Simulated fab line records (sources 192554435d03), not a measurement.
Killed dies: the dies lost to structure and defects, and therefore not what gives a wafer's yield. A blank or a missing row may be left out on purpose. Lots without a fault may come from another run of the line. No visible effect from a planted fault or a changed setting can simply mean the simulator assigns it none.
fab line records	flow n5-finfet
record: lots: 12	wafers: 32	last-day: 17
route steps=1938 shown BEOL_M13@1708 TV_LITHO@1884 PASSIVATION@1910
lots untouched by any fault: they come from a run of this same line in which no faults occurred
start-h: the number of hours between the record's first day and the start of the first shown wafer of the lot	wait-h: hours since the lot's step before	" repeats the value in the row above	L1.1+2: one row covering several wafers at once	- no value, or no start given	* or withheld: withheld	< > ~ a bound
route shown NAME@n: a module of which the file shows steps, and the number in the route of the first	usual: average and standard deviation across the fault-free wafers	same: alike in all rows	chamber/n: place in a boat	sites: each site's reading	_std_site: standard deviation across them	_edge_site: outer sites' mean less inner sites'	radius-mm: how far each site lies from the wafer's centre	mask NAME#n: copy n	behind: the last tool/chamber to shape the wafer	hold: why the lot was held/for how many hours/how that ended	device: whichever transistor did not switch (one of n, p or np)	end of line: the route-end tests of the same wafers	step lacking rows: just its recipe	killed: not the wafer's yield, but the dies lost to structure and defects at the first sort	map: the dies of a wafer, with x for killed, . for not killed, _ for no die there
set.NAME: the setting as run; set.NAME@STEP: as run at that earlier step	model.NAME: the simulator's own value behind a step, which no gauge read
steps of the route over a sample of lots; a table a step, a row a wafer
services: when a tool's chamber went out of use (start-h, in hours from the record's first day, below 0 if earlier), for how many hours, and the reason
== steps ==
step: N5_BEOL_M13_ECD_47
recipe: material: Cu	target-thk-a: 9360
lot.wafer	tool	chamber	start-h	wait-h
L265.1+3+5	ecd-cu-02	0,1,1	228.50	0.1
L266.2+6	ecd-cu-01	1	243.32	0.1
L267.2+4	ecd-cu-01	1	247.00	0.1
L268.2+3	ecd-cu-02	1,0	260.32	0.1
L269.1+4+6	ecd-cu-01	1	263.70	0.1
L271.1+5+6	ecd-cu-01	0,1,0	275.11	0.1
L272.1+5	ecd-cu-02	1,0	284.38	0.1
L278.1+2+3	ecd-cu-01	0,1,0	318.77	0.1
L277.1+3+5	ecd-cu-01	0,1,1	319.85	0.1
L281.2+4+6	ecd-cu-02	1,0,1	341.83	0.1
L285.2+3+5	ecd-cu-02	0,0,1	365.06	0.1
L288.1+3+6	ecd-cu-02	0,0,1	382.45	0.1
step: N5_PASSIVATION_OVL_MEAS_60
recipe: points-per-wafer: 44
usual: TV_OVL: 0/4.8
lot.wafer	tool	chamber	start-h	wait-h	TV_OVL[nm]
L265.1	overlay-02	0	257.88	0.0	2
L265.3	"	0	"	"	-4
L265.5	"	0	"	"	6
L266.2	overlay-01	0	270.03	0.0	4
L266.6	"	0	"	"	-1
L267.2	overlay-02	0	270.23	0.0	1
L267.4	"	0	"	"	0
L268.2	overlay-02	0	279.09	0.0	-1
L268.3	"	0	"	"	1
L269.1	overlay-02	0	283.07	0.0	2
L269.4	"	0	"	"	2
L269.6	"	0	"	"	-2
L271.1	overlay-02	0	293.72	0.0	1
L271.5	"	0	"	"	-2
L271.6	"	0	"	"	-1
L272.1	overlay-01	0	304.70	0.0	5
L272.5	"	0	"	"	1
L278.1	overlay-01	0	340.75	0.0	13
L278.2	"	0	"	"	6
L278.3	"	0	"	"	4
L277.1	overlay-01	0	340.91	0.0	-5
L277.3	"	0	"	"	2
L277.5	"	0	"	"	-2
L281.2	overlay-02	0	363.29	0.0	6
L281.4	"	0	"	"	10
L281.6	"	0	"	"	4
L285.2	overlay-02	0	386.88	0.0	-5
L285.3	"	0	"	"	-4
L285.5	"	0	"	"	1
L288.1	overlay-01	0	402.29	0.0	5
L288.3	"	0	"	"	1
L288.6	"	0	"	"	10
step: N5_PASSIVATION_DESCUM_12
recipe: chemistry: O2	time-s: 7.9	source-power-w: 50	bias-power-w: 20	pressure-mtorr: 20	rf-frequency-hz: 2.712e+07	temp-c: 40	o2-flow-sccm: 225
usual: bias-power-w: 20.00/0.06	drypump-motor-current-A: 5.8/0.35	oes-product-au: 0.77/0.099	rf-vpp-V: 242.8/1.4	showerhead-plenum-p-Torr: 2.08/0.077	throttle-valve-pct: 20.49/0.23
lot.wafer	tool	chamber	start-h	wait-h	bias-power-w	drypump-motor-current-A	oes-product-au	rf-hours-counter-h	rf-vpp-V	showerhead-plenum-p-Torr	throttle-valve-pct
L265.1	rie-diel-02	2	257.94	0.0	20.11	5.1	0.68	223	242.9	2.07	20.69
L265.3	"	0	"	"	19.95	6.3	0.72	222	243.0	2.03	20.60
L265.5	"	3	"	"	20.00	5.4	0.78	-	242.5	2.08	19.93
L266.2	rie-diel-01	3	270.34	0.3	19.93	5.5	0.70	201	243.2	2.07	20.52
L266.6	"	1	"	"	19.95	5.5	0.71	-	241.2	2.07	20.60
L267.2	rie-diel-03	3	270.71	0.5	20.14	5.7	0.71	217	241.8	1.99	20.56
L267.4	"	2	"	"	20.00	6.0	0.95	16	243.3	2.24	20.58
L268.2	rie-diel-03	1	279.23	0.1	20.06	6.2	0.73	192	243.3	2.14	20.66
L268.3	"	0	"	"	19.98	5.7	0.71	211	244.3	2.19	20.73
L269.1	rie-diel-01	1	283.17	0.1	20.08	5.5	0.71	226	242.2	2.06	20.60
L269.4	"	3	"	"	20.04	5.4	0.70	-	242.4	2.07	20.53
L269.6	"	2	"	"	19.97	6.3	0.72	-	241.6	1.98	20.34
L271.1	rie-diel-03	2	294.05	0.3	19.95	6.0	0.93	24	244.3	2.23	20.58
L271.5	"	2	"	"	19.97	6.0	0.94	-	245.9	2.23	20.58
L271.6	"	3	"	"	20.01	5.8	0.71	-	240.4	1.99	20.58
L272.1	rie-diel-02	0	305.36	0.6	20.09	6.2	0.70	239	243.6	2.02	20.63
L272.5	"	1	"	"	19.94	5.8	0.86	-	242.1	2.04	20.26
L278.1	rie-diel-01	0	340.81	0.0	19.98	5.7	0.95	13	241.9	2.08	20.08
L278.2	"	2	"	"	20.01	6.3	0.71	207	242.1	1.98	20.39
L278.3	"	3	"	"	20.05	5.4	0.69	225	241.5	2.07	20.55
L277.1	rie-diel-03	3	341.18	0.2	19.91	5.7	0.69	239	241.4	1.98	20.59
L277.3	"	1	"	"	19.93	6.2	0.72	211	243.8	2.13	20.68
L277.5	"	2	"	"	20.01	6.0	0.92	-	245.2	2.23	20.60
L281.2	rie-diel-01	3	363.35	0.0	20.00	5.4	0.68	231	241.1	2.06	20.55
L281.4	"	0	"	"	19.91	5.6	0.92	-	241.4	2.08	20.10
L281.6	"	2	"	"	19.92	6.3	0.70	-	242.9	1.98	20.41
L285.2	rie-diel-03	1	386.94	0.0	19.89	6.3	0.72	224	244.0	2.12	20.70
L285.3	"	2	"	"	19.96	6.0	0.88	50	244.3	2.22	20.62
L285.5	"	1	"	"	20.05	6.2	0.72	-	242.9	2.12	20.72
L288.1	rie-diel-02	1	402.80	0.5	20.01	5.8	0.83	96	243.5	2.03	20.32
L288.3	"	0	"	"	19.99	6.2	0.97	10	243.2	2.01	20.12
L288.6	"	2	"	"	19.96	5.1	0.91	-	242.8	2.06	20.54
step: N5_PASSIVATION_ETCH_59
recipe: chemistry: Cl2/BCl3	target: TaN	target-depth-a: 650	time-s: 34.9	ion-energy-ev: 100	pressure-mtorr: 10	icp-w: 900	bias-w: 100	Cl2_flow_sccm: 60	bcl3-flow-sccm: 30
usual: bias-w: 100.01/0.3	drypump-motor-current-A: 5.8/0.61	he-backside-leak-sccm: 3.5/0.33	oes-product-au: 0.77/0.082	throttle-valve-pct: 20.96/0.28
lot.wafer	tool	chamber	start-h	wait-h	bias-w	drypump-motor-current-A	he-backside-leak-sccm	oes-product-au	rf-hours-counter-h	throttle-valve-pct
L265.1	rie-metal-01	1	260.71	0.7	100.45	6.2	3.7	0.73	57	20.71
L265.3	"	1	"	"	100.00	6.2	3.8	0.72	-	20.72
L265.5	"	1	"	"	100.12	6.2	3.6	0.73	-	20.72
L266.2	rie-metal-02	0	272.77	0.6	99.91	6.6	3.5	0.92	-	20.67
L266.6	"	0	"	"	100.10	6.6	3.6	0.93	-	20.67
L267.2	rie-metal-02	0	274.61	0.6	99.33	6.6	3.4	0.93	-	20.68
L267.4	"	0	"	"	99.63	6.6	3.3	0.92	-	20.67
L268.2	rie-metal-03	0	281.44	0.3	100.40	5.8	3.3	0.65	103	21.05
L268.3	"	0	"	"	100.38	5.8	3.3	0.65	-	21.07
L269.1	rie-metal-03	0	285.31	0.3	100.02	5.8	3.5	0.66	103	21.06
L269.4	"	1	"	"	100.11	4.9	3.1	0.82	-	21.32
L269.6	"	0	"	"	100.01	5.8	3.4	0.66	-	21.06
L271.1	rie-metal-01	1	296.08	0.3	99.94	6.2	3.4	0.71	61	20.74
L271.5	"	1	"	"	99.45	6.2	3.5	0.71	-	20.74
L271.6	"	0	"	"	99.73	5.2	3.2	0.79	-	21.32
L272.1	rie-metal-03	0	307.54	0.3	99.96	5.8	3.2	0.65	105	21.05
L272.5	"	0	"	"	100.19	5.8	3.4	0.66	-	21.06
L278.1	rie-metal-02	1	343.49	0.3	100.21	5.5	3.8	0.82	23	20.70
L278.2	"	0	"	"	99.69	6.6	3.4	0.85	12	20.73
L278.3	"	0	"	"	99.76	6.6	3.4	0.86	-	20.71
L277.1	rie-metal-03	0	343.85	0.3	100.32	5.8	3.3	0.64	109	21.06
L277.3	"	1	"	"	100.29	4.8	3.6	0.79	-	21.35
L277.5	"	0	"	"	100.12	5.8	5.6	0.64	-	21.11
L281.2	rie-metal-01	0	365.53	0.3	100.27	5.2	3.3	0.77	55	21.35
L281.4	"	1	"	"	100.10	6.2	3.3	0.71	-	20.74
L281.6	"	0	"	"	99.92	5.2	3.2	0.78	-	21.35
L285.2	rie-metal-03	1	389.16	0.3	100.07	4.9	3.4	0.77	27	21.37
L285.3	"	0	"	"	99.64	5.8	3.2	0.94	-	20.67
L285.5	"	1	"	"	99.89	4.9	3.4	0.77	-	21.37
L288.1	rie-metal-01	0	404.77	0.3	100.32	5.2	3.3	0.78	59	21.32
L288.3	"	1	"	"	99.97	6.2	3.1	0.71	-	20.73
L288.6	"	1	"	"	99.92	6.2	3.3	0.71	-	20.73
step: N5_PASSIVATION_PROBE_49
usual: defect-limited-yield: 91.8/1.5	killed_at_M0_to_M3: 33/11	killed_at_M4_up: 13/5	killed-at-contacts: 11/5.6	killed-at-front-end: 36/12	killed-at-other: 3.4/2.5	killed-dies: 97/18	killed-on-rim: 12/4.2	killed-open: 64/13	killed-short: 31/6.9	sort_bin_4_leakage: 0.01/0.048	sort_bin_5_function: 4.8/1	sort_bin_6_memory: 3.1/0.64	sort_bin_8_speed: 0.00/0.014	sort-n-pass: 1083/18	sort-yield-pct: 91.8/1.5
same: gross-dies: 1180	killed-at-back-side: 0
lot.wafer	tool	chamber	start-h	wait-h	defect-limited-yield[%]	killed_at_M0_to_M3	killed_at_M4_up	killed-at-contacts	killed-at-front-end	killed-at-other	killed-dies	killed-on-rim	killed-open	killed-short	sort_bin_4_leakage[%]	sort_bin_5_function[%]	sort_bin_6_memory[%]	sort_bin_8_speed[%]	sort-n-pass	sort-yield-pct[%]
L278.1	prober-02	-	347.92	0.0	29.7	14	770	15	29	1	829	110	42	22	0	47.6	16.4	0	351	29.7
L278.2	prober-02	-	347.97	0.1	29.5	21	774	13	24	0	832	108	52	19	0	47.9	15.9	0	348	29.5
L278.3	prober-02	-	348.02	0.1	31.7	18	757	14	14	3	806	102	36	17	0	44.7	17.6	0	374	31.7
L277.1	prober-01	-	349.03	0.0	29.6	17	780	8	26	0	831	112	34	21	0	47.3	17.9	0	349	29.6
L277.3	prober-01	-	349.13	0.1	30.7	13	767	11	20	7	818	104	32	18	0	46.9	17.1	0	362	30.7
L277.5	prober-01	-	349.23	0.2	28.6	16	798	6	21	1	842	121	34	20	0	48.5	18.1	0	338	28.6
killed by level:class
L278.1 BEOL_M13:unspecified=764 MOL_CONTACT_COAG:geometric-particle:short=8 BEOL_M0_SAQP:geometric-particle:open=8 MOL_CONTACT_COAG:geometric-particle:open=7 DUMMY_GATE:geometric-particle:open=5 FIN_SAQP:geometric-particle:short=4 BEOL_M4:geometric-particle:open=4 GATE_CUT:geometric-particle:open=3
L278.2 BEOL_M13:unspecified=761 MOL_CONTACT_COAG:geometric-particle:open=11 FIN_SAQP:geometric-particle:open=6 BEOL_M4:geometric-particle:open=6 BEOL_M2:geometric-particle:open=5 DUMMY_GATE:geometric-particle:open=4 BEOL_M0_SAQP:geometric-particle:open=4 BEOL_M6:geometric-particle:open=4
L278.3 BEOL_M13:unspecified=751 MOL_CONTACT_COAG:geometric-particle:open=10 BEOL_M0_SAQP:geometric-particle:short=7 DUMMY_GATE:geometric-particle:open=4 BEOL_M0_SAQP:geometric-particle:open=3 BEOL_M1:geometric-particle:open=3 BEOL_M2:geometric-particle:open=3 STARTING-WAFER:geometric-particle:open=3
L277.1 BEOL_M13:unspecified=775 FIN_SAQP:geometric-particle:short=8 MOL_CONTACT_COAG:geometric-particle:open=6 STI_FIN_REVEAL:geometric-particle:open=4 DUMMY_GATE:geometric-particle:open=4 BEOL_M2:geometric-particle:open=4 FIN_SAQP:geometric-particle:open=3 STI_FIN_REVEAL:geometric-particle:short=3
L277.3 BEOL_M13:unspecified=761 MOL_CONTACT_COAG:geometric-particle:open=9 PASSIVATION:area-etch=6 STI_FIN_REVEAL:geometric-particle:open=4 FIN_SAQP:geometric-particle:short=3 BEOL_M0_SAQP:geometric-particle:short=3 BEOL_M1:geometric-particle:open=3 BEOL_M1:geometric-particle:short=3
L277.5 BEOL_M13:unspecified=785 DUMMY_GATE:geometric-particle:open=5 MOL_CONTACT_COAG:geometric-particle:open=5 BEOL_M2:geometric-particle:open=5 BEOL_M0_SAQP:geometric-particle:short=4 BEOL_M4:geometric-particle:open=4 FIN_SAQP:geometric-particle:short=3 GATE_CUT:geometric-particle:short=3
== services ==
tool	chamber	start-h	hours	kind
rie-diel-03	-	234.90	15.6	pm
rie-metal-02	1	253.26	20.9	repair
rie-metal-01	0	255.82	10.7	repair
rie-diel-01	0	270.83	-	clean
rie-diel-01	0	270.83	-	consumable-replace:focus-ring
rie-diel-01	0	270.83	24.0	scheduled-down
rie-diel-01	-	300.50	2.8	pm
ecd-cu-02	-	308.98	3.7	repair
rie-metal-01	0	313.18	11.0	repair
rie-metal-02	-	360.34	2.8	pm
rie-metal-03	0	369.03	-	clean
rie-metal-03	0	369.03	14.6	scheduled-down
rie-metal-03	0	369.03	14.6	vent-cycle
rie-metal-02	-	372.38	2.2	repair
rie-metal-01	-	376.53	7.2	repair
rie-diel-03	3	379.49	-	clean
rie-diel-03	3	379.49	-	consumable-replace:focus-ring
rie-diel-03	3	379.49	-	consumable-replace:showerhead
rie-diel-03	3	379.49	20.2	scheduled-down
rie-diel-03	3	379.49	20.2	vent-cycle
ecd-cu-01	-	382.03	1.0	repair
ecd-cu-02	-	383.76	9.5	pm
rie-diel-03	0	404.28	-	clean
rie-diel-03	0	404.28	-	consumable-replace:focus-ring
== key ==
first-sign: step: N5_PASSIVATION_PROBE_49	reading: killed_at_M4_up	direction: up	sigmas: 99+	usual: 13	struck: 774
effect: step: N5_PASSIVATION_PROBE_49	reading: killed-dies	direction: up	sigmas: 41	usual: 97	struck: 826
more-kills-born-at: N5_BEOL_M13_ECD_47@ecd-cu-01: 4597
met-at N5_BEOL_M13_ECD_47
struck-lots L277,L278
not-acting-at N5_PASSIVATION_OVL_MEAS_60,N5_PASSIVATION_DESCUM_12,N5_PASSIVATION_ETCH_59
onset-between 275.11 318.77
fault: kind: chamber-particle-source	tool: ecd-cu-01	chamber: -	onset-h: 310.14	steps: N5_BEOL_M13_ECD_47	rate-per-visit-cm2: 2.0799	end-h: 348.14
